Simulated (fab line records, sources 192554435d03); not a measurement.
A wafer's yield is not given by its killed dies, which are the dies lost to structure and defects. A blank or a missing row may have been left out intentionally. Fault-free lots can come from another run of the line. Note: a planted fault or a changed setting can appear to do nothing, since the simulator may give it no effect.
fab line records | flow n5_finfet
record: lots: 7 wafers: 21 last_day: 17
route steps=1938 shown BEOL_M10@1535 BEOL_M11@1536
lots that met no fault: taken from a fault-free run of the same line
start_h: start of the lot's first displayed wafer, in hours after the record's first day | wait_h: time in hours since the lot's previous step | " as in the row above | L1.1+2: several wafers, shown together as one row | - no value present, or no start provided | * or withheld: withheld | < > ~ a bound
route shown NAME@n: names a module that has steps shown in the file, with the first one's number in the route | usual: average and standard deviation across the fault-free wafers | same: alike in all rows | chamber/n: place in a boat | sites: each site's reading | _std_site: how widely they spread, as a standard deviation | _edge_site: outer sites' mean less inner sites' | radius_mm: how far each site lies from the wafer's centre | mask NAME#n: copy n | behind: tool/chamber where the wafer was last shaped | hold: why the lot was held/for how many hours/how that ended | device: whichever transistor did not switch (one of n, p or np) | end of line: the tests these same wafers got at the end of their route | a step given without rows: its recipe and nothing more | killed: the dies lost at the first sort to structure and to defects; this is not the yield of the wafer | map: shows each die of a wafer: x if killed, . if not, _ if none is there
set.NAME: setting as actually run; set.NAME@STEP: the setting as run at that earlier step | model.NAME: the simulator's own value behind a step, which no gauge read
a table for each step, a row for each wafer; lots at some steps of the route
services: when a tool's chamber went out of use (start_h, in hours from the record's first day, below 0 if earlier), for how many hours, and the reason
== steps ==
step: N5_BEOL_M10_INSPECT_58
recipe: inspect_instrument: darkfield mode: post_dep
usual: raw_defect_count: 71/21
columns lot.wafer tool chamber start_h wait_h raw_defect_count
L242.1 defect_inspect-02 - 267.58 0.0 134
L242.3 " - " " 89
L242.4 " - " " 104
L247.1 defect_inspect-01 - 311.11 0.0 56
L247.3 " - " " 76
L247.6 " - " " 54
L251.1 defect_inspect-02 - 328.87 0.0 105
L251.2 " - " " 122
L251.5 " - " " 68
L254.3 defect_inspect-01 - 336.32 0.0 63
L254.4 " - " " 65
L254.5 " - " " 54
L253.2 defect_inspect-01 - 339.46 0.0 26
L253.3 " - " " 36
L253.5 " - " " 47
L250.1 defect_inspect-01 - 339.94 0.0 49
L250.2 " - " " 56
L250.6 " - " " 44
L255.1 defect_inspect-02 - 340.36 0.0 87
L255.4 " - " " 63
L255.5 " - " " 86
step: N5_BEOL_M11_ILD_DEP_00
recipe: material: SiCOH_lowk target_thk_a: 3085.1 temp_c: 300 precursor: DEMS/porogen pressure_torr: 5 rf_w: 500 time_s: 58
usual: heater_power_outer_w: 130/25 heater_power_w: 278/37 showerhead_plenum_p_Torr: 5.735/0.014 throttle_valve_pct: 13.8/1
columns lot.wafer tool chamber start_h wait_h heater_power_outer_w heater_power_w showerhead_plenum_p_Torr throttle_valve_pct
L242.1 pecvd-04 1 267.62 0.0 158 322 5.751 15.9
L242.3 " 0 " " 158 306 5.737 14.8
L242.4 " 2 " " 152 284 5.740 12.7
L247.1 pecvd-04 1 311.15 0.0 159 325 5.725 15.7
L247.3 " 0 " " 161 312 5.735 14.5
L247.6 " 2 " " 126 257 5.741 13.2
L251.1 pecvd-04 2 328.91 0.0 140 267 5.733 13.0
L251.2 " 1 " " 182 372 5.742 15.7
L251.5 " 2 " " 141 270 5.742 13.1
L254.3 pecvd-02 0 336.36 0.0 153 323 5.719 12.9
L254.4 " 0 " " 155 335 5.719 13.1
L254.5 " 1 " " 101 250 5.743 13.7
L253.2 pecvd-01 0 339.49 0.0 118 291 5.742 13.4
L253.3 " 1 " " 111 246 5.720 13.5
L253.5 " 1 " " 117 253 5.730 13.2
L250.1 pecvd-02 0 339.98 0.0 140 303 5.737 12.9
L250.2 " 1 " " 150 315 5.745 14.1
L250.6 " 0 " " 143 318 5.710 13.0
L255.1 pecvd-01 0 340.40 0.0 124 291 5.751 13.7
L255.4 " 0 " " 128 292 5.733 13.3
L255.5 " 2 " " 86 227 5.765 12.5
step: N5_BEOL_M11_CURE_71
recipe: temp_c: 385 time_s: 240 ambient: He/Ar material: SiCOH_lowk
usual: lamp_power_pct: 52.31/0.057 wafer_temp_C_max: 386.9/0.66
columns lot.wafer tool chamber start_h wait_h lamp_power_pct wafer_temp_C_max
L242.1 uv_cure-02 2 267.69 0.0 52.27 387.8
L242.3 " 2 " " 52.18 386.9
L242.4 " 2 " " 52.33 387.7
L247.1 uv_cure-01 0 311.23 0.0 52.19 386.4
L247.3 " 0 " " 52.32 387.1
L247.6 " 0 " " 52.27 386.3
L251.1 uv_cure-02 2 328.98 0.0 52.29 386.6
L251.2 " 2 " " 52.25 387.0
L251.5 " 2 " " 52.38 387.0
L254.3 uv_cure-01 2 336.59 0.2 52.36 386.6
L254.4 " 2 " " 52.40 386.6
L254.5 " 2 " " 52.23 386.3
L253.2 uv_cure-02 1 339.65 0.1 52.32 388.4
L253.3 " 1 " " 52.30 387.4
L253.5 " 1 " " 52.28 387.8
L250.1 uv_cure-01 1 340.06 0.0 52.32 388.0
L250.2 " 1 " " 52.27 387.9
L250.6 " 1 " " 52.16 387.3
L255.1 uv_cure-02 0 340.48 0.0 52.36 386.1
L255.4 " 0 " " 52.28 386.4
L255.5 " 0 " " 52.39 386.2
step: N5_BEOL_M11_THK_MEAS_01
recipe: reads: SiCOH_lowk_of_BEOL_M11_ILD_DEP_00
usual: M11_ILD_THK: 267/4.2
columns lot.wafer tool chamber start_h wait_h M11_ILD_THK[nm]
L242.1 film_metro-01 - 268.69 0.8 267
L242.3 " - " " 271
L242.4 " - " " 274
L247.1 film_metro-01 - 311.74 0.4 266
L247.3 " - " " 269
L247.6 " - " " 271
L251.1 film_metro-02 - 329.50 0.4 269
L251.2 " - " " 267
L251.5 " - " " 273
L254.3 film_metro-01 - 336.95 0.3 261
L254.4 " - " " 266
L254.5 " - " " 268
L253.2 film_metro-02 - 340.08 0.4 262
L253.3 " - " " 267
L253.5 " - " " 272
L250.1 film_metro-01 - 340.57 0.4 264
L250.2 " - " " 262
L250.6 " - " " 270
L255.1 film_metro-01 - 340.99 0.4 254
L255.4 " - " " 262
L255.5 " - " " 269
step: N5_BEOL_M11_PECVD_70
recipe: material: SiO2 target_thk_a: 200 temp_c: 400 precursor: TEOS/O2 pressure_torr: 5.5 rf_w: 450 teos_flow_sccm: 53.8 gas: O2 flow_sccm: 3000 time_s: 22.7
usual: heater_power_outer_w: 383/55 heater_power_w: 643/73 showerhead_plenum_p_Torr: 8.78/0.057 throttle_valve_pct: 22.1/1.7
columns lot.wafer tool chamber start_h wait_h heater_power_outer_w heater_power_w showerhead_plenum_p_Torr throttle_valve_pct
L242.1 pecvd-01 1 268.72 0.0 347 579 8.73 21.2
L242.3 " 0 " " 314 575 8.80 21.9
L242.4 " 1 " " 354 583 8.72 21.0
L247.1 pecvd-04 2 311.78 0.0 369 567 8.73 20.9
L247.3 " 0 " " 459 701 8.77 23.8
L247.6 " 1 " " 436 723 8.81 25.7
L251.1 pecvd-04 0 329.53 0.0 404 647 8.78 23.5
L251.2 " 1 " " 506 818 8.80 25.4
L251.5 " 0 " " 410 660 8.77 23.8
L254.3 pecvd-01 2 336.98 0.0 341 628 8.87 20.1
L254.4 " 2 " " 355 594 8.88 19.7
L254.5 " 0 " " 363 650 8.80 21.9
L253.2 pecvd-01 2 340.12 0.0 307 560 8.90 20.2
L253.3 " 1 " " 354 582 8.70 21.3
L253.5 " 2 " " 319 584 8.89 20.0
L250.1 pecvd-04 0 340.61 0.0 406 659 8.77 23.4
L250.2 " 1 " " 421 697 8.77 25.8
L250.6 " 2 " " 370 593 8.72 20.7
L255.1 pecvd-04 0 341.03 0.0 455 704 8.77 23.8
L255.4 " 0 " " 456 722 8.79 23.6
L255.5 " 1 " " 467 771 8.78 25.6
step: N5_BEOL_M11_HM_DEP_02
recipe: material: TiN target_thk_a: 200 temp_c: 25 chamber_pressure_pa: 0.49996
usual: chamber_pressure_pa: 0.5000/0.00091 substrate_temp_c: 25.01/0.1 throttle_valve_pct: 30.0/0.88
columns lot.wafer tool chamber start_h wait_h chamber_pressure_pa substrate_temp_c throttle_valve_pct
L242.1 pvd_sputter-02 - 269.98 1.2 0.5011 25.04 28.8
L242.3 " - " " 0.5011 24.92 31.1
L242.4 " - " " 0.5001 24.98 29.9
L247.1 pvd_sputter-02 - 313.22 1.4 0.5000 24.85 28.6
L247.3 " - " " 0.5004 25.10 31.3
L247.6 " - " " 0.5014 24.94 29.8
L251.1 pvd_sputter-01 - 330.76 1.2 0.5002 25.00 31.1
L251.2 " - " " 0.4999 25.10 30.1
L251.5 " - " " 0.5013 25.21 29.8
L254.3 pvd_sputter-01 - 338.22 1.2 0.4984 24.98 30.1
L254.4 " - " " 0.4994 25.00 29.2
L254.5 " - " " 0.4988 25.05 29.0
L253.2 pvd_sputter-01 - 344.31 4.2 0.5002 24.97 31.3
L253.3 " - " " 0.5004 25.04 30.2
L253.5 " - " " 0.4998 25.08 30.1
L250.1 pvd_sputter-02 - 344.53 3.9 0.5003 24.82 28.8
L250.2 " - " " 0.4995 24.88 29.5
L250.6 " - " " 0.4992 25.02 29.6
L255.1 pvd_sputter-01 - 344.67 3.6 0.4992 25.03 31.2
L255.4 " - " " 0.5004 25.01 30.4
L255.5 " - " " 0.5020 25.04 30.5
step: N5_BEOL_M11_COAT_59
recipe: resist: SOC temp_c: 250 time_s: 60 spin_rpm: 1500 resist_thk_nm: 100
step: N5_BEOL_M11_COAT_60
recipe: resist: SiARC temp_c: 220 time_s: 60 spin_rpm: 1500 resist_thk_nm: 30
step: N5_BEOL_M11_COAT_05
recipe: resist: CAR-ArF spin_rpm: 1500 resist_thk_nm: 90
step: N5_BEOL_M11_EBR_07
recipe: solvent: PGMEA ebr_width_mm: 1.5
step: N5_BEOL_M11_SOFTBAKE_06
recipe: temp_c: 110 time_s: 60 resist: CAR-ArF
step: N5_BEOL_M11_EXPOSE_08
recipe: mask_id: M11 na: 1.35 source_shape: dipole sigma_inner: 0.411 sigma_outer: 0.611 polarization: te dose_mj: 53.75
step: N5_BEOL_M11_PEB_09
recipe: peb_temp_c: withheld peb_time_s: 60 resist: CAR-ArF
usual: chill_plate_temp_C: 23.00/0.11 exhaust_pa: 45.0/0.69
columns lot.wafer tool chamber start_h wait_h chill_plate_temp_C exhaust_pa
L242.1 litho_track-03 0 270.28 0.1 23.09 44.7
L242.3 " 0 " " 23.14 45.1
L242.4 " 0 " " 23.11 44.2
L247.1 litho_track-01 0 313.54 0.1 23.09 44.8
L247.3 " 0 " " 22.98 43.6
L247.6 " 0 " " 22.91 45.1
L251.1 litho_track-03 - 331.06 0.1 - -
L251.2 " - " " - -
L251.5 " - " " - -
L254.3 litho_track-01 - 338.66 0.0 - -
L254.4 " - " " - -
L254.5 " - " " - -
L253.2 litho_track-02 - 344.74 0.0 - -
L253.3 " - " " - -
L253.5 " - " " - -
L250.1 litho_track-01 0 344.96 0.1 22.80 44.9
L250.2 " 0 " " 22.87 44.9
L250.6 " 0 " " 22.99 44.4
L255.1 litho_track-02 0 345.13 0.1 22.97 44.2
L255.4 " 0 " " 23.07 43.8
L255.5 " 0 " " 23.00 44.5
step: N5_BEOL_M11_DEVELOP_10
recipe: develop_time_s: 30 developer: TMAH resist: CAR-ArF rinse_liquid: diw dry: air_spin dev_temp_c: 23
== services ==
columns tool chamber start_h hours kind
pecvd-01 2 250.46 9.1 repair
uv_cure-02 - 272.40 7.0 repair
pecvd-02 1 277.24 2.1 scheduled_down
pecvd-02 1 292.04 5.5 scheduled_down
litho_track-03 - 295.24 - consumable_replace:filter
pecvd-02 2 305.72 2.1 scheduled_down
pecvd-02 0 312.96 5.5 scheduled_down
pecvd-01 2 326.80 - calibration
pecvd-02 0 330.75 2.1 scheduled_down
pecvd-04 - 331.13 1.0 repair
uv_cure-01 - 344.91 0.8 repair
== key ==
first_sign: step: N5_BEOL_M11_PEB_09 reading: tool_record direction: missing
effect none on later readings
met_at N5_BEOL_M11_PEB_09
struck_wafers L251.1,L251.2,L251.5,L253.2,L253.3,L253.5,L254.3,L254.4,L254.5
later_rows_left_out L251.1,L251.2,L251.5,L253.2,L253.3,L253.5,L254.3,L254.4,L254.5
sort_left_out L251.1,L251.2,L251.5,L253.2,L253.3,L253.5,L254.3,L254.4,L254.5
onset_between 313.54 331.06
fault: kind: skipped_step_whole tool: litho_track-01,litho_track-02,litho_track-03 chamber: - onset_h: 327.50 steps: N5_BEOL_M11_PEB_09 scope: struck_lots_only
sort_left_out: the simulated sort isn't trusted on such a fault, so these wafers' sort isn't shown, and their yield isn't known
later_rows_left_out: the simulator's readings of these wafers behind a module that went badly wrong aren't trusted and aren't shown, but for the sort
